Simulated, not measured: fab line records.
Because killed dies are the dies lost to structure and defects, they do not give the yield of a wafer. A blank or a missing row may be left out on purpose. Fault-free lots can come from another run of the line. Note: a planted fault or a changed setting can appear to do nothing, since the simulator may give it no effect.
Which of the tools did it? / flow nand_harc / 12 lots with 36 wafers sampled at 6 steps, on a route of 1302 steps

WHAT EACH GAUGE READ, for each wafer
NHARC_A_SOURCE_PLATE_INSPECT_08.
lot=L706; measured=day 8 15:43; on=defect_inspect-02; raw_defect_count=31 33 51
lot=L707; measured=day 8 21:55; on=defect_inspect-02; raw_defect_count=63 99 63
lot=L709; measured=day 9 18:54; on=defect_inspect-01; raw_defect_count=89 76 80
lot=L710; measured=day 10 02:46; on=defect_inspect-02; raw_defect_count=87 92 51
lot=L715; measured=day 12 03:09; on=defect_inspect-02; raw_defect_count=50 41 44
lot=L717; measured=day 13 00:36; on=defect_inspect-02; raw_defect_count=87 65 49
lot=L718; measured=day 13 22:30; on=defect_inspect-02; raw_defect_count=78 43 30
lot=L719; measured=day 13 22:28; on=defect_inspect-01; raw_defect_count=69 35 64
lot=L721; measured=day 14 09:26; on=defect_inspect-02; raw_defect_count=45 45 61
lot=L723; measured=day 15 19:41; on=defect_inspect-02; raw_defect_count=58 58 119
lot=L724; measured=day 16 04:50; on=defect_inspect-02; raw_defect_count=84 51 51
lot=L725; measured=day 16 17:00; on=defect_inspect-02; raw_defect_count=56 50 37

NHARC_A_ONON_D1_THK_MEAS_21: measures by ellipsometry.
lot=L706; measured=day 9 05:26; on=film_metro-01; thk_nm (nm)=1006 1004 1009
lot=L707; measured=day 9 10:31; on=film_metro-01; thk_nm (nm)=1000 1000 1000
lot=L709; measured=day 10 07:58; on=film_metro-02; thk_nm (nm)=1254 1255 1255
lot=L710; measured=day 10 14:11; on=film_metro-02; thk_nm (nm)=1274 1275 1274
lot=L715; measured=day 12 15:46; on=film_metro-02; thk_nm (nm)=1006 1006 1005
lot=L717; measured=day 13 11:49; on=film_metro-02; thk_nm (nm)=980 980 983
lot=L718; measured=day 14 10:32; on=film_metro-01; thk_nm (nm)=1010 1009 1005
lot=L719; measured=day 14 10:40; on=film_metro-02; thk_nm (nm)=993 993 994
lot=L721; measured=day 14 21:10; on=film_metro-02; thk_nm (nm)=1011 1014 1013
lot=L723; measured=day 16 06:50; on=film_metro-02; thk_nm (nm)=1022 1021 1022
lot=L724; measured=day 16 16:07; on=film_metro-01; thk_nm (nm)=996 995 995
lot=L725; measured=day 17 04:11; on=film_metro-02; thk_nm (nm)=993 991 992

NHARC_END_SORT_01.
lot=L709; measured=day 26 13:55; on=prober-02; killed_at_array=675 676 677; killed_at_other=1 0 0; killed_at_periphery=1 1 0; killed_dies=677 677 677; killed_open=4 4 0; killed_short=3 6 5
lot=L710; measured=day 27 10:08; on=prober-02; killed_at_array=676 674 675; killed_at_other=1 2 1; killed_at_periphery=0 1 1; killed_dies=677 677 677; killed_open=4 5 5; killed_short=3 7 2

EACH LOT AND THE TOOL THAT RAN IT (in order: tool; ch and the chambers of the sampled wafers; start)
lot=L706; NHARC_A_ZERO_WELL_RTA_16=rtp_anneal-02 ch 0, day 7 19:09; NHARC_A_ONON_D1_DEP_19=pecvd_onon-04 ch 0, day 9 04:59; NHARC_A_ONON_D1_DEP_33=pecvd-04 ch 0,2, day 9 07:22
lot=L707; NHARC_A_ZERO_WELL_RTA_16=rtp_anneal-02 ch 0, day 8 00:59; NHARC_A_ONON_D1_DEP_19=pecvd_onon-03 ch 0, day 9 10:10; NHARC_A_ONON_D1_DEP_33=pecvd-02 ch 0,1,2, day 9 12:25
lot=L709; NHARC_A_ZERO_WELL_RTA_16=rtp_anneal-02 ch 0, day 8 21:15; NHARC_A_ONON_D1_DEP_19=pecvd_onon-04 ch 0, day 10 07:27; NHARC_A_ONON_D1_DEP_33=pecvd-03 ch 0,1,2, day 10 09:45
lot=L710; NHARC_A_ZERO_WELL_RTA_16=rtp_anneal-02 ch 0, day 9 05:01; NHARC_A_ONON_D1_DEP_19=pecvd_onon-04 ch 0, day 10 13:44; NHARC_A_ONON_D1_DEP_33=pecvd-03 ch 0,1, day 10 15:59
lot=L715; NHARC_A_ZERO_WELL_RTA_16=rtp_anneal-02 ch 0, day 11 06:44; NHARC_A_ONON_D1_DEP_19=pecvd_onon-03 ch 0, day 12 15:19; NHARC_A_ONON_D1_DEP_33=pecvd-02 ch 0,1,2, day 12 17:32
lot=L717; NHARC_A_ZERO_WELL_RTA_16=rtp_anneal-02 ch 0, day 12 04:32; NHARC_A_ONON_D1_DEP_19=pecvd_onon-03 ch 0, day 13 11:26; NHARC_A_ONON_D1_DEP_33=pecvd-03 ch 0,1,2, day 13 13:34
lot=L718; NHARC_A_ZERO_WELL_RTA_16=rtp_anneal-02 ch 0, day 12 22:09; NHARC_A_ONON_D1_DEP_19=pecvd_onon-02 ch 0, day 14 10:08; NHARC_A_ONON_D1_DEP_33=pecvd-02 ch 1,2, day 14 12:41
lot=L719; NHARC_A_ZERO_WELL_RTA_16=rtp_anneal-01 ch 0, day 12 23:20; NHARC_A_ONON_D1_DEP_19=pecvd_onon-03 ch 0, day 14 10:09; NHARC_A_ONON_D1_DEP_33=pecvd-03 ch 0,1, day 14 12:44
lot=L721; NHARC_A_ZERO_WELL_RTA_16=rtp_anneal-01 ch 0, day 13 14:04; NHARC_A_ONON_D1_DEP_19=pecvd_onon-03 ch 0, day 14 20:46; NHARC_A_ONON_D1_DEP_33=pecvd-04 ch 1,2, day 14 22:58
lot=L723; NHARC_A_ZERO_WELL_RTA_16=rtp_anneal-02 ch 0, day 15 00:42; NHARC_A_ONON_D1_DEP_19=pecvd_onon-04 ch 0, day 16 06:30; NHARC_A_ONON_D1_DEP_33=pecvd-02 ch 0,1,2, day 16 08:44
lot=L724; NHARC_A_ZERO_WELL_RTA_16=rtp_anneal-02 ch 0, day 15 05:24; NHARC_A_ONON_D1_DEP_19=pecvd_onon-03 ch 0, day 16 15:36; NHARC_A_ONON_D1_DEP_33=pecvd-04 ch 1,2, day 16 17:53
lot=L725; NHARC_A_ZERO_WELL_RTA_16=rtp_anneal-01 ch 0, day 15 17:32; NHARC_A_ONON_D1_DEP_19=pecvd_onon-04 ch 0, day 17 03:44; NHARC_A_ONON_D1_DEP_33=pecvd-02 ch 0,2, day 17 05:56
- NHARC_A_ZERO_WELL_RTA_16: time 10 s.
- NHARC_A_ONON_D1_DEP_19: target thk 1000 nm.
- NHARC_A_ONON_D1_DEP_33: deposits SiO2, target thk 200 nm.

WHAT THE TOOLS THEMSELVES READ (means of the sampled wafers that have a number; where no wafer has one, the mark that the record gives instead)
NHARC_A_ZERO_WELL_RTA_16.
lot=L706; tool=rtp_anneal-02; anneal_temp_c_max=1004.5; lamp_power_pct (%)=31.2; lamp_zone_7_pct (%)=31.6; wafer_temp_C_max=1003.2
lot=L707; tool=rtp_anneal-02; anneal_temp_c_max=1004.6; lamp_power_pct (%)=31.2; lamp_zone_7_pct (%)=31.6; wafer_temp_C_max=1002.8
lot=L709; tool=rtp_anneal-02; anneal_temp_c_max=1005.4; lamp_power_pct (%)=31.1; lamp_zone_7_pct (%)=31.7; wafer_temp_C_max=1002.8
lot=L710; tool=rtp_anneal-02; anneal_temp_c_max=1005.6; lamp_power_pct (%)=31.2; lamp_zone_7_pct (%)=31.6; wafer_temp_C_max=1003.1
lot=L715; tool=rtp_anneal-02; anneal_temp_c_max=1005.0; lamp_power_pct (%)=31.1; lamp_zone_7_pct (%)=31.6; wafer_temp_C_max=1003.0
lot=L717; tool=rtp_anneal-02; anneal_temp_c_max=1004.6; lamp_power_pct (%)=31.2; lamp_zone_7_pct (%)=31.6; wafer_temp_C_max=1002.4
lot=L718; tool=rtp_anneal-02; anneal_temp_c_max=1005.2; lamp_power_pct (%)=31.1; lamp_zone_7_pct (%)=31.7; wafer_temp_C_max=1002.2
lot=L719; tool=rtp_anneal-01; anneal_temp_c_max=1004.3; lamp_power_pct (%)=28.6; lamp_zone_7_pct (%)=29.0; wafer_temp_C_max=1004.1
lot=L721; tool=rtp_anneal-01; anneal_temp_c_max=1003.3; lamp_power_pct (%)=28.6; lamp_zone_7_pct (%)=29.1; wafer_temp_C_max=1005.4
lot=L723; tool=rtp_anneal-02; anneal_temp_c_max=1004.8; lamp_power_pct (%)=31.2; lamp_zone_7_pct (%)=31.7; wafer_temp_C_max=1002.8
lot=L724; tool=rtp_anneal-02; anneal_temp_c_max=1005.5; lamp_power_pct (%)=31.2; lamp_zone_7_pct (%)=31.7; wafer_temp_C_max=1003.3
lot=L725; tool=rtp_anneal-01; anneal_temp_c_max=1004.1; lamp_power_pct (%)=28.6; lamp_zone_7_pct (%)=29.1; wafer_temp_C_max=1003.7

NHARC_A_ONON_D1_DEP_19.
lot=L706; tool=pecvd_onon-04; nh3_flow_sccm (sccm)=500.6
lot=L707; tool=pecvd_onon-03; nh3_flow_sccm (sccm)=500.5
lot=L709; tool=pecvd_onon-04; nh3_flow_sccm (sccm)=500.5
lot=L710; tool=pecvd_onon-04; nh3_flow_sccm (sccm)=500.7
lot=L715; tool=pecvd_onon-03; nh3_flow_sccm (sccm)=498.7
lot=L717; tool=pecvd_onon-03; nh3_flow_sccm (sccm)=499.6
lot=L718; tool=pecvd_onon-02; nh3_flow_sccm (sccm)=499.3
lot=L719; tool=pecvd_onon-03; nh3_flow_sccm (sccm)=498.2
lot=L721; tool=pecvd_onon-03; nh3_flow_sccm (sccm)=501.2
lot=L723; tool=pecvd_onon-04; nh3_flow_sccm (sccm)=500.4
lot=L724; tool=pecvd_onon-03; nh3_flow_sccm (sccm)=500.4
lot=L725; tool=pecvd_onon-04; nh3_flow_sccm (sccm)=499.6

NHARC_A_ONON_D1_DEP_33.
lot=L706; tool=pecvd-04; heater_power_w (W)=499; throttle_valve_pct (%)=16.1
lot=L707; tool=pecvd-02; heater_power_w (W)=517; throttle_valve_pct (%)=16.3
lot=L709; tool=pecvd-03; heater_power_w (W)=588; throttle_valve_pct (%)=15.3
lot=L710; tool=pecvd-03; heater_power_w (W)=571; throttle_valve_pct (%)=15.3
lot=L715; tool=pecvd-02; heater_power_w (W)=567; throttle_valve_pct (%)=16.1
lot=L717; tool=pecvd-03; heater_power_w (W)=600; throttle_valve_pct (%)=15.6
lot=L718; tool=pecvd-02; heater_power_w (W)=579; throttle_valve_pct (%)=16.4
lot=L719; tool=pecvd-03; heater_power_w (W)=541; throttle_valve_pct (%)=15.1
lot=L721; tool=pecvd-04; heater_power_w (W)=404; throttle_valve_pct (%)=15.9
lot=L723; tool=pecvd-02; heater_power_w (W)=551; throttle_valve_pct (%)=16.1
lot=L724; tool=pecvd-04; heater_power_w (W)=430; throttle_valve_pct (%)=16.0
lot=L725; tool=pecvd-02; heater_power_w (W)=537; throttle_valve_pct (%)=16.1

THE ANSWER, worked out from the rows above alone
Rule: the lots themselves supply what counts as usual. The widest of any qualifying gaps counts: lots, ordered by their means at a reading, are off when they make up no more than a third of the lots, leave a main group of 4 or more, and stand apart from it by 3 or more times the standard deviation of that group's means. The tables above print the reading to a certain number of digits; a main group whose means all agree to those digits is not used. Also off: a lot with no number at a reading for which 4 or more lots have one. Where the step has rows for the other lots, those lots are counted as sound. First the gauges in route order, then the tools' own readings, where a lot's mean is used as printed above. The first step at which some lot is off is used, and at that step the reading that is off furthest; a lot without a number counts as furthest.
Off: L709, L710 (NHARC_A_ONON_D1_THK_MEAS_21, thk_nm). The main group has a mean of 1002 nm with a standard deviation of 11.
If a tool, at a process step before that reading, ran all the lots that are off and no sound lot after the first of them, it fits. Those tools and the gauges at NHARC_A_ONON_D1_THK_MEAS_21 are tried in the same way. Not one of the candidates tried fits.

WHAT WAS PUT IN BY THE SIMULATOR
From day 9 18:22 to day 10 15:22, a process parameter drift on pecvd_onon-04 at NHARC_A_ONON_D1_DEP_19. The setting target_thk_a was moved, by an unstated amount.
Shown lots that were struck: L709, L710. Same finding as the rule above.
